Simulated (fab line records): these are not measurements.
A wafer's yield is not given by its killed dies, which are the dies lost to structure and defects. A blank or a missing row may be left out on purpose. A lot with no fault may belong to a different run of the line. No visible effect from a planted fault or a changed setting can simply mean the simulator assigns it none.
A lot that was struck, set against a sound lot :: flow nandHarc :: 15 steps out of a route of 1159
Sound: the wafers L588.1, L588.2, L588.5. Wafers L594.3, L594.4, L594.6 were the ones struck. The cause comes at the end.
For every step that has rows: the tool of each side, followed by ch and its chambers, followed by its first start. Under that, the readings that differ: sound wafers :: struck wafers :: difference of the means :: sigmas: that difference in standard deviations of wafers without a fault.
alike: readings with means less than 2 such deviations apart, plus words and numbers identical on both sides. not compared: withheld readings, readings lacking a value on some wafer, bounds such as >300 that could conceal the same value, and numbers that have no deviation in the record and whose values overlap.
The two part at a step that has a row with sigmas, a row that says differs or no value, or rows on one side only. When numbers do not overlap yet have no deviation, they are printed without sigmas and do not part them. Lack of a reading on every wafer of one side parts them only where that side has two or more wafers.

first, 2 steps without rows for these wafers: NHARC_A_CONTACT_PEB_67 (peb time 65 s); NHARC_A_CONTACT_DEVELOP_68 (develop time 35 s).
NHARC_A_CONTACT_CD_MEAS_69: target cd 200 nm.
  sound on cdSem-01 ch 0, day 19 03:19; struck on cdSem-02 ch 0, day 20 12:37
  alike: cdNm
NHARC_A_CONTACT_OVL_MEAS_70:
  sound on overlay-01, day 19 03:24; struck on overlay-02, day 20 12:42
  alike: overlayXNm, overlayYNm
NHARC_A_CONTACT_INSPECT_71:
  sound on defectInspect-01, day 19 03:27; struck on defectInspect-02, day 20 12:44
  alike: rawDefectCount
NHARC_A_CONTACT_DESCUM_74: chemistry O2, time 3 s.
  sound on rieDiel-11 ch 0,2,3, day 19 03:31; struck on rieDiel-11 ch 1,3, day 20 12:47
  alike: drypumpMotorCurrentA, oesProductAu, rfVppV, showerheadPlenumPTorr, throttleValvePct
  not compared: rfHoursCounterH
then, 2 steps without rows for these wafers: NHARC_A_CONTACT_ETCH_75 (etches the open film in CF4, target depth 39 nm, time 65 s); NHARC_A_CONTACT_ETCH_76 (etches the open film in N2/H2, target depth 260 nm, time 475.3 s).
NHARC_A_CONTACT_ETCH_77: etches the open film in CF4/CHF3, target depth 72.6 nm, time 36.3 s.
  sound on rieDiel-11 ch 0,1,3; struck on rieDiel-11 ch 2,3
  alike: biasW, cf4FlowSccm, drypumpMotorCurrentA, oesProductAu, rfVppV, showerheadPlenumPTorr, throttleValvePct
  not compared: rfHoursCounterH
NHARC_A_CONTACT_ETCH_78: etches the open film in O2/COS, target depth 2800 nm, time 728 s.
  sound on rieDiel-11 ch 1,3; struck on rieDiel-11 ch 0,1,2
reading: oesProductAu (a.u.)
sound: 1.012 1.004 1.014
struck: 0.986 0.997 0.991
difference: -0.019
sigmas: -2
  alike: biasW, chamberPressureMTorr, cosFlowSccm, drypumpMotorCurrentA, rfVppV, showerheadPlenumPTorr, throttleValvePct
  not compared: rfHoursCounterH
NHARC_A_CONTACT_ETCH_124: etches the open film in C4F8/O2/Ar, time 140 s, target depth 700 nm.
  sound on harCapEtch-01 ch 0,1, day 19 04:47; struck on harCapEtch-01 ch 0,1, day 20 13:59
  alike: chamberPressureMTorr, oesAirLineAu
  not compared: rfHoursCounterH
NHARC_A_CONTACT_ETCH_125: etches the open film in C4F8/O2/Ar, time 155 s, target depth 956 nm.
  sound on harCapEtch-01 ch 0,1, day 19 04:59; struck on harCapEtch-01 ch 0,1, day 20 14:10
  alike: chamberPressureMTorr, oesAirLineAu
  not compared: rfHoursCounterH
NHARC_A_CONTACT_ETCH_126: etches the open film in C4F8/O2/Ar, time 155 s, target depth 956 nm.
  sound on harCapEtch-01 ch 0,1, day 19 05:08; struck on harCapEtch-01 ch 0,1, day 20 14:19
  no value came back on the struck wafers for chamberPressureMTorr (mTorr), oesAirLineAu (a.u.), timeS (s); on the sound wafers chamberPressureMTorr (mTorr) reads 20.008 19.984 20.024
  not compared: rfHoursCounterH
then, 1 step without rows for these wafers: NHARC_A_CONTACT_ETCH_127 (etches the open film in C4F8/O2/Ar, time 155 s, target depth 956 nm).
-- record jumps: 3 days between struck wafers' starts before vs after; left off in module A_CONTACT, resumes in module END, first step shown is number 1159 of the route --
NHARC_END_SORT_01:
  at this point the record logs the struck wafers (prober-02 ch 0, day 23 08:57) and has no rows for the sound ones

WHERE THEY PART
At NHARC_A_CONTACT_ETCH_78 first; at NHARC_END_SORT_01 last (within this record only).

WHY: the cause the simulator had injected
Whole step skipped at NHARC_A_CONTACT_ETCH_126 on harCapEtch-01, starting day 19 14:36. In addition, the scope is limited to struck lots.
